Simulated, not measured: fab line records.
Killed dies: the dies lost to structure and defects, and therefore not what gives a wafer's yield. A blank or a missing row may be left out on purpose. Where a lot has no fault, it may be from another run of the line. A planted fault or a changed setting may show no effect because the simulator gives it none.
A struck lot beside a sound one -- flow nand-harc -- 12 steps out of a route of 1302
Sound: wafers L477.1, L477.3, L477.6. Wafers L497.2, L497.5 were the ones struck. The cause comes at the end.
At each step with rows: each side's tool, then ch and its chambers, then its first start. Under that, the readings that differ: sound wafers -- struck wafers -- difference of the means -- sigmas: that difference in standard deviations of wafers without a fault.
alike: a reading whose means differ by less than 2 such deviations, as well as words and numbers matching on both sides. not compared: withheld readings; readings where some wafer has no value; bounds like >300 that might hide an equal value; numbers whose values overlap and for which the record gives no deviation.
A row with sigmas, a row that says differs or no value, or rows on one side alone: a step with any of these is where the two part. Numbers that have no deviation but don't overlap get no sigmas and don't part them. A reading missing from all wafers of one side parts the sides only when that side holds two or more wafers.

NHARC_A_WL_FILL_INSPECT_15:
  struck on defect-inspect-02, day 29 05:17; sound on defect-inspect-02, day 21 07:14
  alike: raw-defect-count
NHARC_A_CONTACT_DEP_24: deposits SiO2, target thk 500 nm.
  sound on pecvd-01 ch 0,2, day 21 07:22; struck on pecvd-03 ch 0,2, day 29 05:29
  alike: flow-sccm, heater-power-w, rf-fwd-power-W, throttle-valve-pct
  not compared: since-wet-clean-h
NHARC_A_CONTACT_DEP_28: deposits aC, target thk 7000 nm.
  sound on acl-dep-02 ch 0, day 21 08:21; struck on acl-dep-02 ch 0, day 29 06:40
  alike: throttle-valve-pct
NHARC_A_CONTACT_DEP_29: deposits SiON, target thk 100 nm.
  sound on pecvd-04 ch 0,1,2, day 21 12:38; struck on pecvd-01 ch 0,1, day 29 10:16
  alike: heater-power-w, rf-fwd-power-W
  not compared: since-wet-clean-h
then, 5 steps without rows for these wafers: NHARC_A_CONTACT_DEHYDRATE_32 (time 120 s); NHARC_A_CONTACT_HMDS_33 (time 30 s); NHARC_A_CONTACT_COAT_34 (time 75 s); NHARC_A_CONTACT_COAT_35 (time 65 s); NHARC_A_CONTACT_COAT_36 (resist thk 90 nm).
NHARC_A_CONTACT_SOFTBAKE_37: time 55 s.
  sound on litho-track-04 ch 0, day 21 12:00; struck on litho-track-04 ch 0, day 29 10:00
reading,sound,struck,difference,sigmas
heater-power-total-W (W),188.50 188.46 188.35,194.40 194.69,+6.11,+44
  alike: chill-plate-temp-C, resist-line-temp-C
next, for these wafers, 1 step has no rows: NHARC_A_CONTACT_EBR_38.
NHARC_END_SORT_01:
  the record has rows for the sound wafers here (prober-02 ch 0, day 26 01:32) and none for the struck ones

== WHERE THEY PART ==
Earliest at NHARC_A_CONTACT_SOFTBAKE_37; latest, in this record, at NHARC_END_SORT_01.

WHY: whatever the simulator had introduced
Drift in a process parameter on litho-track-04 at NHARC_A_CONTACT_SOFTBAKE_37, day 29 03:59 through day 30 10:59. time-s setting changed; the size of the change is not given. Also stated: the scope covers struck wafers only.
